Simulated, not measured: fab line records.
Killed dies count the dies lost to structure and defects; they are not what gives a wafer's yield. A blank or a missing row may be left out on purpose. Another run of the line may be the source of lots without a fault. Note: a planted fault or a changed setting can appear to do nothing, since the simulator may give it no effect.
The tool behind it: which one? -- flow nandHarc -- 12 lots with 36 wafers sampled at 4 steps, on a route of 1302 steps

## WHAT EACH GAUGE READ, for each wafer
NHARC_A_CHANNEL_HOLE_D2_OVL_MEAS_11.
lot,measured,on,overlayXNm (nm)
L075,day 13 10:50,overlay-02,-0.1 -0.3 0.0
L078,day 14 20:51,overlay-02,0.3 0.0 0.0
L079,day 15 17:44,overlay-01,-0.2 0.4 0.7
L081,day 16 01:59,overlay-01,-1.0 -1.3 -1.2
L083,day 17 11:10,overlay-01,1.1 1.8 0.3
L086,day 17 11:19,overlay-02,0.7 1.6 0.9
L087,day 18 08:09,overlay-02,-0.1 -0.2 -0.1
L089,day 19 05:13,overlay-02,0.1 -0.1 0.1
L091,day 20 08:04,overlay-02,1.1 1.4 1.0
L093,day 20 23:24,overlay-01,1.1 1.2 1.5
L094,day 21 23:02,overlay-02,0.8 1.0 1.3
L097,day 22 20:07,overlay-02,0.1 -0.8 -0.3

## EACH LOT AND THE TOOL THAT RAN IT (in order: tool; ch and the chambers of the sampled wafers; start)
lot,NHARC_A_CHANNEL_HOLE_D1_ETCH_23,NHARC_A_CHANNEL_HOLE_D1_ETCH_24,NHARC_A_CHANNEL_HOLE_D2_DEP_01
L075,"harEtch-02 ch 0, day 9 05:12","harEtch-02 ch 0, day 9 06:38","pecvd-02 ch 1,2, day 13 09:55"
L078,"harEtch-01 ch 0,1, day 10 02:50","harEtch-01 ch 0,1, day 10 03:34","pecvd-02 ch 0,1, day 14 20:08"
L079,"harEtch-02 ch 0,1, day 11 02:05","harEtch-02 ch 0,1, day 11 02:46","pecvd-03 ch 0,1,2, day 15 16:50"
L081,"harEtch-02 ch 0,1, day 11 16:11","harEtch-02 ch 0,1, day 11 16:53","pecvd-02 ch 0,1,2, day 16 01:10"
L083,"harEtch-02 ch 0,1, day 12 18:00","harEtch-02 ch 0,1, day 12 18:43","pecvd-02 ch 0,1, day 17 10:21"
L086,"harEtch-01 ch 0,1, day 13 05:25","harEtch-01 ch 0,1, day 13 06:07","pecvd-01 ch 0,2, day 17 10:25"
L087,"harEtch-01 ch 0,1, day 13 22:11","harEtch-01 ch 0,1, day 13 22:52","pecvd-01 ch 1,2, day 18 07:20"
L089,"harEtch-01 ch 0,1, day 14 14:19","harEtch-01 ch 0,1, day 14 15:01","pecvd-02 ch 1,2, day 19 04:24"
L091,"harEtch-01 ch 0,1, day 15 19:14","harEtch-01 ch 0,1, day 15 19:56","pecvd-01 ch 0,1,2, day 20 07:23"
L093,"harEtch-01 ch 0,1, day 16 07:59","harEtch-01 ch 0,1, day 16 08:41","pecvd-01 ch 0,2, day 20 22:35"
L094,"harEtch-02 ch 0,1, day 17 11:33","harEtch-02 ch 0,1, day 17 12:16","pecvd-03 ch 0,2, day 21 22:06"
L097,"harEtch-02 ch 0,1, day 18 09:44","harEtch-02 ch 0,1, day 18 10:26","pecvd-02 ch 0,1,2, day 22 19:22"
- NHARC_A_CHANNEL_HOLE_D1_ETCH_23: etches the open film in C4F8/O2/Ar, time 819 s, target depth 1600 nm.
- NHARC_A_CHANNEL_HOLE_D1_ETCH_24: etches the open film in C4F8/O2/Ar, time 906.2 s, target depth 1500 nm.
- NHARC_A_CHANNEL_HOLE_D2_DEP_01: deposits SiON, target thk 140 nm.

## THE ANSWER, worked out from the rows above alone
Rule: usual is defined by the lots themselves. Put in order of their means at a reading, lots are off if they are a third of the lots or fewer, leave a main group of 4 or more, and stand apart from it by a gap of 3 or more times the standard deviation of the main group's means; of several such gaps the widest counts. A main group whose means are all the same, to the digits that the tables above print for the reading, isn't used. Also off: a lot with no number at a reading for which 4 or more lots have one. All remaining lots with rows at the step are treated as sound.
Across all readings shown, no lot is off: no conclusion can be drawn from this.

## WHAT THE SIMULATOR HAD INSERTED
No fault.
